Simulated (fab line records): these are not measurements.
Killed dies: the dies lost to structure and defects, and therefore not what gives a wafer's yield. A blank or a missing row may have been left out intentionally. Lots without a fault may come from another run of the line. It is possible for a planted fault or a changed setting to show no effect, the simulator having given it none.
fab line records	flow nandHarc
record lots=13	wafers=38	lastDay=25
route steps=1159 shown A_SLIT@791 A_WL_FILL@815 END@1159
lots untouched by any fault: they come from a run of this same line in which no faults occurred
startH: hours from the record's opening day to when the first of the lot's shown wafers began	waitH: how many hours have passed since the lot's step before this one	" identical to the entry in the row above	L1.1+2: a row that stands for several wafers	- value missing, or start not given	* or withheld: withheld	< > ~ a bound
route shown NAME@n: NAME is a module with steps in the file, n the number in the route of the first one	usual: mean/standard deviation taken from wafers without a fault	same: alike in all rows	chamber/n: place in a boat	sites: per-site readings	_std_site: their standard deviation	_edge_site: outer sites' mean less inner sites'	radiusMm: how far each site lies from the wafer's centre	mask NAME#n: copy n	behind: the last tool/chamber to shape the wafer	hold: reason for holding the lot/hours on hold/outcome of the hold	device: which transistor (n, p or np) failed to switch	end of line: tests run on the same wafers once the route is complete	for a step that has no rows: nothing shown but its recipe	killed: at the first sort, the dies lost to defects and structure; wafer yield is something else	map: dies across one wafer; x = killed, . = not, _ = none there
set.NAME: the setting that was run; set.NAME@STEP: the one run at that earlier step	model.NAME: the simulator's own value behind a step, which no gauge read
the route's steps for a sample of lots (tables are steps, rows are wafers)
services: from which hour (startH, from the record's first day; less than 0 if before it) a tool's chamber was out of use, for how many hours, and why
## steps
# step NHARC_A_SLIT_OVL_MEAS_10
# usual overlayXNm=0.3/0.86	overlayYNm=0.2/0.92
lot.wafer	tool	chamber	startH	waitH	overlayXNm	overlayYNm
L318.1	overlay-02	-	324.38	-	-0.5	0.0
L318.2	"	-	"	"	-0.2	-0.4
L318.5	"	-	"	"	-0.1	-0.5
L320.1	overlay-02	-	334.07	-	0.1	1.1
L320.5	"	-	"	"	0.3	1.2
L320.6	"	-	"	"	0.4	1.4
L319.1	overlay-01	-	334.34	-	-0.1	0.2
L319.2	"	-	"	"	0.3	0.3
L319.4	"	-	"	"	-0.1	0.6
L321.1	overlay-01	-	341.26	-	0.2	-0.4
L321.3	"	-	"	"	0.8	-0.6
L321.6	"	-	"	"	0.1	-0.6
L323.1	overlay-02	-	341.41	-	-1.1	-0.7
L323.4	"	-	"	"	-0.2	-0.1
L323.6	"	-	"	"	-1.2	-0.7
L322.3	overlay-02	-	343.21	-	-1.0	0.5
L322.4	"	-	"	"	-1.2	0.4
L322.5	"	-	"	"	-1.4	1.3
L327.2	overlay-02	-	371.53	-	0.5	0.4
L327.3	"	-	"	"	0.2	1.1
L334.1	overlay-02	-	422.64	-	-0.8	-1.5
L334.2	"	-	"	"	-1.4	-1.3
L334.6	"	-	"	"	-0.7	-0.8
L337.4	overlay-01	-	422.80	-	-0.7	-1.0
L337.5	"	-	"	"	-0.4	-0.4
L337.6	"	-	"	"	-0.3	-0.2
L338.3	overlay-02	-	459.99	-	1.0	0.3
L338.4	"	-	"	"	0.9	0.2
L338.5	"	-	"	"	0.9	0.5
L339.1	overlay-02	-	460.28	-	0.0	0.5
L339.2	"	-	"	"	0.4	0.1
L339.4	"	-	"	"	-0.2	0.4
L341.1	overlay-01	-	460.44	-	1.6	0.9
L341.5	"	-	"	"	1.8	0.2
L341.6	"	-	"	"	1.7	0.7
L340.3	overlay-02	-	462.03	-	1.8	-0.6
L340.5	"	-	"	"	1.3	-0.2
L340.6	"	-	"	"	1.5	-0.3
# step NHARC_A_SLIT_INSPECT_11
# usual rawDefectCount=20/10
lot.wafer	tool	chamber	startH	waitH	rawDefectCount
L318.1	defectInspect-02	-	324.42	0.0	27
L318.2	"	-	"	"	29
L318.5	"	-	"	"	16
L320.1	defectInspect-01	-	334.11	0.0	19
L320.5	"	-	"	"	18
L320.6	"	-	"	"	13
L319.1	defectInspect-02	-	334.38	0.0	5
L319.2	"	-	"	"	8
L319.4	"	-	"	"	10
L321.1	defectInspect-02	-	341.29	0.0	33
L321.3	"	-	"	"	23
L321.6	"	-	"	"	13
L323.1	defectInspect-01	-	341.45	0.0	14
L323.4	"	-	"	"	6
L323.6	"	-	"	"	8
L322.3	defectInspect-01	-	343.24	0.0	18
L322.4	"	-	"	"	14
L322.5	"	-	"	"	11
L327.2	defectInspect-01	-	371.57	0.0	13
L327.3	"	-	"	"	23
L334.1	defectInspect-02	-	422.68	0.0	43
L334.2	"	-	"	"	31
L334.6	"	-	"	"	27
L337.4	defectInspect-01	-	422.83	0.0	10
L337.5	"	-	"	"	10
L337.6	"	-	"	"	17
L338.3	defectInspect-02	-	460.02	0.0	31
L338.4	"	-	"	"	43
L338.5	"	-	"	"	37
L339.1	defectInspect-02	-	460.32	0.0	18
L339.2	"	-	"	"	15
L339.4	"	-	"	"	7
L341.1	defectInspect-01	-	460.48	0.0	17
L341.5	"	-	"	"	14
L341.6	"	-	"	"	20
L340.3	defectInspect-02	-	462.07	0.0	24
L340.5	"	-	"	"	18
L340.6	"	-	"	"	25
# step NHARC_A_SLIT_ETCH_15
# recipe targetDepthA=32000	overEtchFrac=0.3	timeS=832	ionEnergyEv=150	o2FlowSccm=400	cosFlowSccm=20	arFlowSccm=0	rfW=500	biasW=300	chemistry=O2/COS
# usual chamberPressureMTorr=20.002/0.02	drypumpMotorCurrentA=5.5/0.36	oesProductAu=1.000/0.0093	rfFwdPowerW=499.4/1.4	rfVppV=313.6/2.1	showerheadPlenumPTorr=3.08/0.13	throttleValvePct=28.331/0.0085
lot.wafer	tool	chamber	startH	waitH	chamberPressureMTorr	drypumpMotorCurrentA	oesProductAu	rfFwdPowerW	rfHoursCounterH	rfVppV	showerheadPlenumPTorr	throttleValvePct
L318.2	rieDiel-05	2	-	-	19.987	5.1	0.994	500.7	10	317.7	3.32	28.337
L318.1	"	1	"	"	19.983	5.3	1.017	500.1	9	313.0	3.00	28.335
L318.5	"	2	"	"	19.998	5.2	1.003	498.1	-	318.0	3.32	28.331
L320.1	rieDiel-07	2	-	-	20.019	5.4	0.991	499.3	8	315.6	3.14	28.323
L320.5	"	0	"	"	20.017	5.1	1.003	498.9	-	313.6	3.12	28.338
L320.6	"	2	"	"	20.018	5.4	1.001	498.7	-	314.7	3.14	28.336
L319.4	rieDiel-13	2	-	-	19.998	5.3	1.001	501.7	4	317.4	3.25	28.339
L319.2	"	0	"	"	19.991	5.8	0.986	500.9	3	313.8	3.00	28.350
L319.1	"	1	"	"	19.988	5.2	1.010	498.9	3	311.2	2.95	28.339
L321.3	rieDiel-07	3	-	-	20.009	6.3	0.997	500.8	9	311.7	2.98	28.322
L321.1	"	0	"	"	19.996	5.1	0.996	498.5	8	312.2	3.12	28.339
L321.6	"	2	"	"	20.021	5.4	1.003	498.8	-	313.9	3.14	28.340
L323.1	rieDiel-07	0	-	-	19.994	5.1	0.988	498.1	9	313.2	3.12	28.345
L323.6	"	2	"	"	19.976	5.4	0.988	498.4	-	314.1	3.14	28.327
L323.4	"	3	"	"	19.984	6.3	0.993	497.9	-	311.5	2.98	28.339
L322.3	rieDiel-07	1	-	-	20.027	5.4	1.002	498.8	7	312.6	2.95	28.338
L322.4	"	3	"	"	20.004	6.3	1.002	502.3	10	311.5	2.98	28.327
L322.5	"	1	"	"	19.978	5.4	0.998	498.5	-	312.8	2.95	28.343
L327.2	rieDiel-07	3	372.01	0.2	20.010	6.3	1.002	498.3	11	312.3	2.98	28.332
L327.3	"	3	"	"	20.003	6.3	1.002	498.3	-	312.4	2.98	28.326
L334.2	rieDiel-13	1	-	-	20.015	5.2	1.013	498.6	10	311.1	2.95	28.351
L334.1	"	3	"	"	19.980	5.6	0.998	499.2	9	309.5	2.93	28.347
L334.6	"	0	"	"	19.987	5.8	0.989	499.4	-	312.0	3.00	28.321
L337.4	rieDiel-07	3	-	-	19.998	6.3	1.000	497.3	0	312.3	2.98	28.323
L337.6	"	0	"	"	19.999	5.1	1.000	497.9	-	315.0	3.12	28.318
L337.5	"	1	"	"	20.019	5.4	0.989	499.1	-	311.5	2.95	28.315
L338.4	rieDiel-05	1	-	-	20.030	5.3	1.015	498.0	11	312.7	2.99	28.326
L338.3	"	2	"	"	20.008	5.2	0.989	499.9	11	317.2	3.31	28.333
L338.5	"	1	"	"	19.990	5.3	1.007	497.9	-	312.1	2.99	28.322
L339.1	rieDiel-07	1	-	-	20.005	5.4	1.000	500.0	3	312.0	2.95	28.320
L339.4	"	2	"	"	20.006	5.4	1.014	502.1	3	315.6	3.13	28.331
L339.2	"	3	"	"	19.999	6.3	0.992	498.5	2	312.3	2.98	28.335
L341.1	rieDiel-05	2	-	-	20.015	5.1	0.978	499.2	12	316.7	3.31	28.336
L341.6	"	1	"	"	19.973	5.3	1.011	499.6	-	312.3	2.99	28.328
L341.5	"	2	"	"	19.992	5.1	0.992	500.0	-	316.5	3.31	28.321
L340.3	rieDiel-13	3	-	-	19.984	5.6	0.996	495.8	0	311.4	2.93	28.325
L340.5	"	3	"	"	20.041	5.5	1.004	497.4	-	310.6	2.93	28.341
L340.6	"	0	"	"	19.983	5.8	1.015	500.0	-	314.0	3.00	28.330
# step NHARC_A_WL_FILL_ETCHBACK_05
# recipe targetDepthA=220	timeS=60	tempC=40	chemistry=Cl2/BCl3
# usual chamberPressureMTorr=10.001/0.0092	drypumpMotorCurrentA=5.4/0.32	oesProductAu=1.007/0.013
lot.wafer	tool	chamber	startH	waitH	chamberPressureMTorr	drypumpMotorCurrentA	oesProductAu	rfHoursCounterH
L318.1	rieMetal-01	0	341.78	0.2	9.994	5.6	1.005	0.1
L318.2	"	1	"	"	10.011	5.5	0.987	0.1
L318.5	"	0	"	"	10.010	5.6	0.994	-
L320.1	rieMetal-02	1	352.57	0.2	10.003	5.8	1.003	4.0
L320.5	"	0	"	"	10.002	5.5	1.007	-
L320.6	"	1	"	"	10.006	5.8	1.003	-
L319.2	rieMetal-03	0	352.69	0.2	9.998	4.9	1.014	1.8
L319.1	"	1	"	"	9.995	5.6	1.025	1.8
L319.4	"	1	"	"	10.025	5.6	1.031	-
L321.1	rieMetal-03	1	357.24	0.2	9.990	5.6	1.030	2.0
L321.3	"	0	"	"	10.015	4.9	1.007	-
L321.6	"	1	"	"	10.001	5.6	1.023	-
L323.1	rieMetal-02	1	360.09	0.2	9.995	5.8	0.991	4.5
L323.4	"	0	"	"	9.994	5.5	0.998	-
L323.6	"	1	"	"	10.006	5.8	0.994	-
L322.3	rieMetal-03	0	362.75	0.1	9.979	4.9	0.994	-
L322.4	"	1	"	"	10.004	5.6	1.024	-
L322.5	"	1	"	"	10.000	5.6	1.013	-
L327.2	rieMetal-03	0	395.54	0.2	10.002	4.9	1.257	3.4
L327.3	"	1	"	"	10.010	5.6	1.279	-
L334.2	rieMetal-02	1	440.29	0.2	9.990	5.8	0.994	1.0
L334.1	"	0	"	"	10.011	5.5	1.014	1.0
L334.6	"	0	"	"	9.997	5.5	1.011	-
L337.4	rieMetal-01	1	443.15	0.2	10.014	5.5	0.986	-
L337.6	"	1	"	"	9.996	5.5	0.996	-
L337.5	"	0	"	"	9.989	5.6	0.988	-
L339.2	rieMetal-01	0	475.73	0.2	9.978	5.6	0.996	3.9
L339.1	"	1	"	"	10.006	5.5	1.002	3.9
L339.4	"	0	"	"	9.993	5.6	1.004	-
L338.3	rieMetal-02	1	475.74	0.2	10.011	5.8	1.007	-
L338.4	"	0	"	"	9.991	5.5	0.994	-
L338.5	"	1	"	"	10.006	5.8	1.004	-
L341.1	rieMetal-01	1	479.14	0.2	10.009	5.5	0.999	4.2
L341.5	"	1	"	"	9.994	5.5	1.009	-
L341.6	"	0	"	"	9.991	5.6	0.996	-
L340.3	rieMetal-03	0	481.96	0.1	10.007	4.9	1.023	-
L340.6	"	0	"	"	10.005	4.9	1.022	-
L340.5	"	1	"	"	10.024	5.6	1.011	-
# step NHARC_END_SORT_01
# recipe tempC=25
# usual killedAtArray=28/8.6	killedAtOther=0.7/1.2	killedAtPeriphery=3.1/2.3	killedDies=32/8.7	killedOpen=3.2/1.7	killedShort=2.0/1.5
# same grossDies=677
lot.wafer	tool	chamber	startH	waitH	killedAtArray	killedAtOther	killedAtPeriphery	killedDies	killedOpen	killedShort
L334.1	prober-01	0	549.15	2.5	46	0	3	49	2	1
L334.2	prober-01	0	549.95	2.8	44	0	6	50	2	0
L334.6	prober-01	0	553.14	4.0	41	0	7	48	4	0
# killed by level:class
L334.1 A_CHANNEL_HOLE_D1:chamberFilmFlake=23 A_SLIT:chamberFilmFlake=10 A_CONTACT:chamberFilmFlake=5 P_ZERO_WELL:chamberFilmFlake=3 A_BONDPAD:chamberFilmFlake=3 A_STAIRCASE:chamberFilmFlake=2 A_ONON_D1:geometricParticle:open=1 A_CONTACT:geometricParticle:open=1
L334.2 A_CHANNEL_HOLE_D1:chamberFilmFlake=16 A_SLIT:chamberFilmFlake=13 A_CONTACT:chamberFilmFlake=10 P_ZERO_WELL:chamberFilmFlake=5 A_STAIRCASE:chamberFilmFlake=2 A_WL_FILL:chamberFilmFlake=2 P_M0:geometricParticle:open=1 A_ONON_D1:geometricParticle:open=1
L334.6 A_CHANNEL_HOLE_D1:chamberFilmFlake=17 A_SLIT:chamberFilmFlake=10 A_CONTACT:chamberFilmFlake=9 P_ZERO_WELL:chamberFilmFlake=3 P_M2:chamberFilmFlake=2 P_GATE:geometricParticle:open=1 A_BLC:geometricParticle:open=1 A_WL_FILL:geometricParticle:open=1
## services
tool	chamber	startH	hours	kind
rieDiel-07	0	310.71	-	clean
rieDiel-07	1	310.71	-	clean
rieDiel-07	2	310.71	-	clean
rieDiel-07	3	310.71	-	clean
rieMetal-03	0	310.72	1.5	repair
rieDiel-07	1	324.93	17.9	repair
rieMetal-01	-	332.00	9.0	pm
rieDiel-07	0	335.34	-	clean
rieDiel-07	2	335.34	-	clean
rieDiel-07	3	335.34	-	clean
rieDiel-13	-	335.73	10.5	repair
rieDiel-05	-	340.60	9.0	pm
rieDiel-07	0	359.82	6.7	repair
rieDiel-07	1	359.84	-	clean
rieDiel-07	2	365.77	13.7	repair
rieDiel-07	0	367.56	38.0	repair
rieDiel-13	2	373.07	7.6	repair
rieDiel-05	3	378.93	7.5	repair
rieMetal-02	-	388.00	9.0	pm
rieDiel-13	2	390.11	1.4	repair
rieDiel-05	0	395.82	8.7	repair
rieDiel-07	-	405.21	9.0	pm
rieMetal-03	-	453.00	9.0	pm
rieDiel-13	-	453.03	9.0	pm
## key
firstSign step=NHARC_A_WL_FILL_ETCHBACK_05	reading=oesProductAu	direction=up	sigmas=20	usual=1.007	struck=1.268
effect none on later readings
metAt NHARC_A_WL_FILL_ETCHBACK_05
struckLots L327
struckWafers L327.2,L327.3
testerLeftOut L327
notActingAt NHARC_A_SLIT_OVL_MEAS_10,NHARC_A_SLIT_INSPECT_11,NHARC_A_SLIT_ETCH_15
onsetBetween 362.75 395.54
fault kind=processParameterDrift	tool=rieMetal-03	chamber=-	onsetH=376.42	steps=NHARC_A_WL_FILL_ETCHBACK_05	channel=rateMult	offset=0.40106	shape=step	endH=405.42	scope=struckWafersOnly
# testerLeftOut: of these lots the tester's yield and bins aren't shown, on N5 and GAA mostly nor the transistor test; their killed dies are dies lost to structure and defects alone, not to doping, threshold or leakage, so they don't give the yield
